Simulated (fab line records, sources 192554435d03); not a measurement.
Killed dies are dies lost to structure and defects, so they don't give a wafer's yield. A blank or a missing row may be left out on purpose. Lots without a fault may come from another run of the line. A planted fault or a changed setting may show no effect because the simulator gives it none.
Which tool did it? | flow n5_finfet | 8 lots, 24 wafers sampled, at 7 steps of a route of 1938

WHAT THE GAUGES READ, wafer by wafer
N5_FIN_SAQP_INSPECT_40: inspects for defects (brightfield). Usual: raw_defect_count 237, standard deviation 71.
lot  | measured    | on                | raw_defect_count | flag
L563 | day 2 03:46 | defect_inspect-02 | 185 247 153      |
L565 | day 2 15:10 | defect_inspect-02 | 237 151 214      |
L570 | day 3 21:37 | defect_inspect-02 | 175 214 191      |
L572 | day 4 08:53 | defect_inspect-01 | 1958 1948 2093   | OFF
L573 | day 4 14:14 | defect_inspect-01 | 1863 1862 1879   | OFF
L574 | day 4 22:55 | defect_inspect-02 | 130 199 171      |
L582 | day 6 20:31 | defect_inspect-01 | 273 197 261      |
L585 | day 7 14:40 | defect_inspect-01 | 253 323 262      |

N5_BEOL_M4_RC_MEAS_101. Usual: DIBL_N 36.0 mV/V, standard deviation 2.5; DIBL_P 36.7 mV/V, standard deviation 3; IOFF_N 0.16 nA/um, standard deviation 0.043; IOFF_P 0.21 nA/um, standard deviation 0.049; ION_N 673 uA/um, standard deviation 15; ION_P 461 uA/um, standard deviation 9.8; SS_N 71.5 mV/dec, standard deviation 0.83; SS_P 73.4 mV/dec, standard deviation 0.83; VT_N 250 mV, standard deviation 4; VT_P -251 mV, standard deviation 4.
lot  | measured     | on        | DIBL_N (mV/V)  | DIBL_P (mV/V)  | IOFF_N (nA/um) | IOFF_P (nA/um) | ION_N (uA/um) | ION_P (uA/um) | SS_N (mV/dec)  | SS_P (mV/dec)  | VT_N (mV)   | VT_P (mV)      | flag
L563 | day 7 17:22  | prober-01 | 32.1 33.0 31.8 | 33.7 33.8 33.3 | 0.12 0.14 0.12 | 0.18 0.18 0.17 | 657 671 663   | 456 459 459   | 70.5 71.7 70.7 | 72.6 72.8 72.1 | 254 254 252 | -254 -254 -250 |
L565 | day 8 12:34  | prober-02 | 36.6 38.3 34.3 | 37.3 38.7 34.4 | 0.18 0.20 0.13 | 0.19 0.22 0.16 | 697 686 676   | 468 459 463   | 71.9 72.2 70.9 | 74.1 74.5 73.0 | 248 247 254 | -254 -251 -255 |
L570 | day 9 20:40  | prober-02 | 30.3 31.6 36.3 | 32.5 34.5 39.7 | 0.10 0.12 0.23 | 0.14 0.16 0.26 | 645 651 681   | 441 453 464   | 71.2 70.9 73.6 | 71.8 72.6 73.7 | 256 252 244 | -257 -254 -246 |
L574 | day 11 02:02 | prober-02 | 39.5 35.1 37.1 | 40.3 34.3 36.4 | 0.23 0.14 0.19 | 0.28 0.19 0.21 | 685 686 678   | 460 473 457   | 72.8 70.6 71.6 | 74.4 73.1 73.3 | 245 252 247 | -247 -254 -253 |
L582 | day 13 00:16 | prober-02 | 33.7 35.5 37.5 | 35.3 37.1 38.7 | 0.12 0.15 0.17 | 0.17 0.19 0.20 | 674 679 666   | 458 461 445   | 71.4 71.3 72.2 | 72.8 73.7 74.1 | 255 250 253 | -256 -253 -252 |
L585 | day 14 07:53 | prober-01 | 36.6 35.8 35.0 | 39.2 38.0 36.9 | 0.19 0.16 0.14 | 0.24 0.21 0.20 | 694 684 669   | 479 469 461   | 70.8 71.7 71.0 | 73.8 73.5 73.1 | 242 248 252 | -249 -251 -250 |

WHICH TOOL RAN EACH LOT (tool, then ch and the chambers of the sampled wafers, then the start)
lot  | N5_FIN_SAQP_PECVD_06           | N5_FIN_SAQP_HM_OPEN_73            | N5_FIN_SAQP_MANDREL_ETCH_22     | N5_FIN_SAQP_RECESS_75             | N5_FIN_SAQP_SPACER1_ETCHBACK_25
L563 | pecvd-04 ch 0,1, day 1 21:30   | rie_diel-04 ch 1,2, day 1 22:16   | rie_si-01 ch 2,3, day 1 22:22   | vapor_etch-02 ch 0,1, day 1 22:54 | rie_diel-04 ch 1,2, day 2 01:08
L565 | pecvd-01 ch 1,2, day 2 10:06   | rie_diel-04 ch 0,3, day 2 10:59   | rie_si-01 ch 0,3, day 2 11:04   | vapor_etch-02 ch 0,1, day 2 11:30 | rie_diel-04 ch 1,2,3, day 2 12:36
L570 | pecvd-02 ch 0,1,2, day 3 16:38 | rie_diel-04 ch 0,2, day 3 17:23   | rie_si-01 ch 0,2,3, day 3 17:28 | vapor_etch-01 ch 0,1, day 3 17:53 | rie_diel-05 ch 0,1,3, day 3 19:09
L572 | pecvd-02 ch 0,1, day 4 03:40   | rie_diel-05 ch 0,1,3, day 4 04:32 | rie_si-01 ch 0,1,3, day 4 04:37 | vapor_etch-02 ch 0, day 4 05:02   | rie_diel-05 ch 0,1, day 4 06:08
L573 | pecvd-04 ch 0,1, day 4 09:16   | rie_diel-06 ch 0,2,3, day 4 10:03 | rie_si-01 ch 0,1,2, day 4 10:08 | vapor_etch-02 ch 0,1, day 4 10:41 | rie_diel-06 ch 0,1,2, day 4 11:53
L574 | pecvd-04 ch 0,2, day 4 16:23   | rie_diel-05 ch 0,1,2, day 4 17:16 | rie_si-04 ch 0,2,3, day 4 17:21 | vapor_etch-02 ch 0,1, day 4 17:55 | rie_diel-05 ch 0,1, day 4 19:40
L582 | pecvd-02 ch 0,1,2, day 6 15:42 | rie_diel-05 ch 0,1,2, day 6 16:34 | rie_si-06 ch 1,2,3, day 6 16:40 | vapor_etch-01 ch 0,1, day 6 17:05 | rie_diel-05 ch 1,2, day 6 18:11
L585 | pecvd-02 ch 0,2, day 7 08:52   | rie_diel-06 ch 0,1,3, day 7 09:44 | rie_si-04 ch 1,2,3, day 7 09:49 | vapor_etch-02 ch 0,1, day 7 10:15 | rie_diel-06 ch 1,2, day 7 11:21
- N5_FIN_SAQP_PECVD_06: deposits a-Si from SiH4/He, target thk 60 nm, time 48.1 s.
- N5_FIN_SAQP_HM_OPEN_73: chemistry CHF3/O2, target SiO2, stops on a-Si, target depth 12 nm, time 16.8 s.
- N5_FIN_SAQP_MANDREL_ETCH_22: etches a-Si in HBr/Cl2, stops on SiNx, target depth 60 nm, bt time 10 s, time 30 s.
- N5_FIN_SAQP_RECESS_75: chemistry HF/NH3, target SiO2, target depth 14.4 nm, afs cycles 3, sublimation time 60 s.
- N5_FIN_SAQP_SPACER1_ETCHBACK_25: etches SiO2 in CHF3/O2, target depth 24.4 nm, time 12.2 s.

WHAT THE TOOLS THEMSELVES READ (means of the sampled wafers that have a number; where no wafer has one, the mark that the record gives instead)
N5_FIN_SAQP_PECVD_06. Usual: heater_power_w 813 W, standard deviation 110; showerhead_plenum_p_Torr 5.65 Torr, standard deviation 0.044; throttle_valve_pct 18.1 %, standard deviation 1.3.
lot  | tool     | heater_power_w (W) | showerhead_plenum_p_Torr (Torr) | throttle_valve_pct (%) | flag
L563 | pecvd-04 | 785                | 5.66                            | 17.8                   |
L565 | pecvd-01 | 1047               | 5.60                            | 18.4                   |
L570 | pecvd-02 | 720                | 5.70                            | 18.2                   |
L572 | pecvd-02 | 746                | 5.70                            | 18.5                   |
L573 | pecvd-04 | 798                | 5.64                            | 19.4                   |
L574 | pecvd-04 | 869                | 5.63                            | 18.2                   |
L582 | pecvd-02 | 725                | 5.68                            | 18.3                   |
L585 | pecvd-02 | 703                | 5.72                            | 18.5                   |

N5_FIN_SAQP_HM_OPEN_73. Usual: CHF3_flow_sccm 50.00 sccm, standard deviation 0.14; chamber_pressure_mTorr 30.000 mTorr, standard deviation 0.027; drypump_motor_current_A 5.7 A, standard deviation 0.4; oes_ar_750_au 0.77 a.u., standard deviation 0.083; oes_product_au 0.46 a.u., standard deviation 0.048; rf_vpp_V 518 V, standard deviation 10; showerhead_plenum_p_Torr 2.37 Torr, standard deviation 0.076; throttle_valve_pct 18.75 %, standard deviation 0.24.
lot  | tool        | CHF3_flow_sccm (sccm) | chamber_pressure_mTorr (mTorr) | drypump_motor_current_A (A) | oes_ar_750_au (a.u.) | oes_product_au (a.u.) | rf_vpp_V (V) | showerhead_plenum_p_Torr (Torr) | throttle_valve_pct (%) | flag
L563 | rie_diel-04 | 49.96                 | 30.010                         | 5.6                         | 0.78                 | 0.46                  | 513          | 2.44                            | 18.66                  |
L565 | rie_diel-04 | 49.89                 | 30.008                         | 5.5                         | 0.72                 | 0.43                  | 515          | 2.34                            | 18.75                  |
L570 | rie_diel-04 | 49.93                 | 29.977                         | 5.7                         | 0.74                 | 0.44                  | 513          | 2.37                            | 18.76                  |
L572 | rie_diel-05 | 50.04                 | 29.997                         | 5.8                         | 0.78                 | 0.47                  | 518          | 2.36                            | 18.87                  |
L573 | rie_diel-06 | 49.93                 | 30.013                         | 6.2                         | 0.81                 | 0.48                  | 517          | 2.33                            | 18.78                  |
L574 | rie_diel-05 | 49.91                 | 30.008                         | 5.6                         | 0.79                 | 0.47                  | 524          | 2.40                            | 18.75                  |
L582 | rie_diel-05 | 50.00                 | 29.979                         | 5.6                         | 0.77                 | 0.46                  | 523          | 2.40                            | 18.79                  |
L585 | rie_diel-06 | 50.05                 | 29.999                         | 6.4                         | 0.78                 | 0.46                  | 513          | 2.36                            | 18.92                  |

N5_FIN_SAQP_MANDREL_ETCH_22. Usual: chamber_pressure_mTorr 10.000 mTorr, standard deviation 0.0085; drypump_motor_current_A 5.7 A, standard deviation 0.43; oes_product_au 0.762 a.u., standard deviation 0.011; throttle_valve_pct 35.2 %, standard deviation 0.44.
lot  | tool      | chamber_pressure_mTorr (mTorr) | drypump_motor_current_A (A) | oes_product_au (a.u.) | throttle_valve_pct (%) | flag
L563 | rie_si-01 | 10.006                         | 5.3                         | 0.753                 | 34.9                   |
L565 | rie_si-01 | 10.002                         | 5.5                         | 0.762                 | 35.4                   |
L570 | rie_si-01 | 10.009                         | 5.5                         | 0.752                 | 35.2                   |
L572 | rie_si-01 | 9.997                          | 5.9                         | 0.701                 | 35.3                   | OFF
L573 | rie_si-01 | 9.999                          | 5.9                         | 0.700                 | 35.0                   | OFF
L574 | rie_si-04 | 10.008                         | 5.8                         | 0.767                 | 35.2                   |
L582 | rie_si-06 | 10.006                         | 5.8                         | 0.769                 | 35.4                   |
L585 | rie_si-04 | 10.003                         | 5.8                         | 0.758                 | 35.1                   |

N5_FIN_SAQP_RECESS_75. Usual: drypump_motor_current_A 5.9 A, standard deviation 0.47.
lot  | tool          | drypump_motor_current_A (A) | flag
L563 | vapor_etch-02 | 6.1                         |
L565 | vapor_etch-02 | 6.1                         |
L570 | vapor_etch-01 | 5.6                         |
L572 | vapor_etch-02 | 5.4                         |
L573 | vapor_etch-02 | 6.1                         |
L574 | vapor_etch-02 | 6.1                         |
L582 | vapor_etch-01 | 5.7                         |
L585 | vapor_etch-02 | 6.1                         |

N5_FIN_SAQP_SPACER1_ETCHBACK_25. Usual: CHF3_flow_sccm 49.99 sccm, standard deviation 0.14; chamber_pressure_mTorr 30.004 mTorr, standard deviation 0.026; drypump_motor_current_A 5.8 A, standard deviation 0.43; oes_ar_750_au 0.77 a.u., standard deviation 0.087; oes_product_au 0.76 a.u., standard deviation 0.09; rf_vpp_V 519 V, standard deviation 11; showerhead_plenum_p_Torr 2.37 Torr, standard deviation 0.074; throttle_valve_pct 18.88 %, standard deviation 0.26.
lot  | tool        | CHF3_flow_sccm (sccm) | chamber_pressure_mTorr (mTorr) | drypump_motor_current_A (A) | oes_ar_750_au (a.u.) | oes_product_au (a.u.) | rf_vpp_V (V) | showerhead_plenum_p_Torr (Torr) | throttle_valve_pct (%) | flag
L563 | rie_diel-04 | 50.06                 | 30.020                         | 5.6                         | 0.77                 | 0.77                  | 513          | 2.44                            | 18.75                  |
L565 | rie_diel-04 | 49.94                 | 30.009                         | 5.4                         | 0.75                 | 0.74                  | 516          | 2.40                            | 18.76                  |
L570 | rie_diel-05 | 49.98                 | 29.986                         | 5.8                         | 0.80                 | 0.79                  | 518          | 2.36                            | 18.94                  |
L572 | rie_diel-05 | 50.08                 | 30.011                         | 5.8                         | 0.79                 | 0.30                  | 528          | 2.33                            | 18.79                  | OFF
L573 | rie_diel-06 | 50.01                 | 30.024                         | 6.1                         | 0.73                 | 0.27                  | 528          | 2.35                            | 18.93                  | OFF
L574 | rie_diel-05 | 49.95                 | 30.002                         | 6.0                         | 0.86                 | 0.86                  | 523          | 2.35                            | 18.75                  |
L582 | rie_diel-05 | 49.99                 | 30.009                         | 5.4                         | 0.78                 | 0.77                  | 519          | 2.47                            | 18.77                  |
L585 | rie_diel-06 | 50.00                 | 30.034                         | 5.6                         | 0.71                 | 0.71                  | 536          | 2.30                            | 18.95                  |

THE ANSWER, worked out from the rows above alone
Rule: a lot is off if the mean of its wafers that have a number lies more than 3 standard deviations from the usual mean. A lot without any number at a reading at which 4 lots or more have one is off too. The other lots that the step has rows for count as sound. The gauges are gone through in route order, then the tools' own readings, and for those a lot's mean is taken as printed above. The first step at which some lot is off is used, and at that step the reading that is off furthest; a lot without a number counts as furthest.
Off: L572, L573, at N5_FIN_SAQP_INSPECT_40 (raw_defect_count).
A tool fits if, at a process step before that reading, it ran every lot that is off, and no sound lot after the first of them. The gauges at N5_FIN_SAQP_INSPECT_40 aren't tried: what is off there is off at N5_FIN_SAQP_MANDREL_ETCH_22 too, on other tools, and a gauge's error can't cause that. One fits: rie_si-01 at N5_FIN_SAQP_MANDREL_ETCH_22. Its last sound lot is L570 (day 3 17:28), its first lot that is off L572 (day 4 04:37): a fault that began between those two fits.
The tool's own readings at N5_FIN_SAQP_MANDREL_ETCH_22 bear it out: on the lots that are off they differ by more than 5 times the standard deviation of the sound lots' means. oes_product_au reads 0.700 a.u. there against 0.760 a.u. on the sound lots.

WHAT THE SIMULATOR HAD PUT IN
Process parameter drift: rie_si-01, from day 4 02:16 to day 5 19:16, at N5_FIN_SAQP_MANDREL_ETCH_22. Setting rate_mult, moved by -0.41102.
Lots struck among those shown: L572, L573. The rule above found the same.
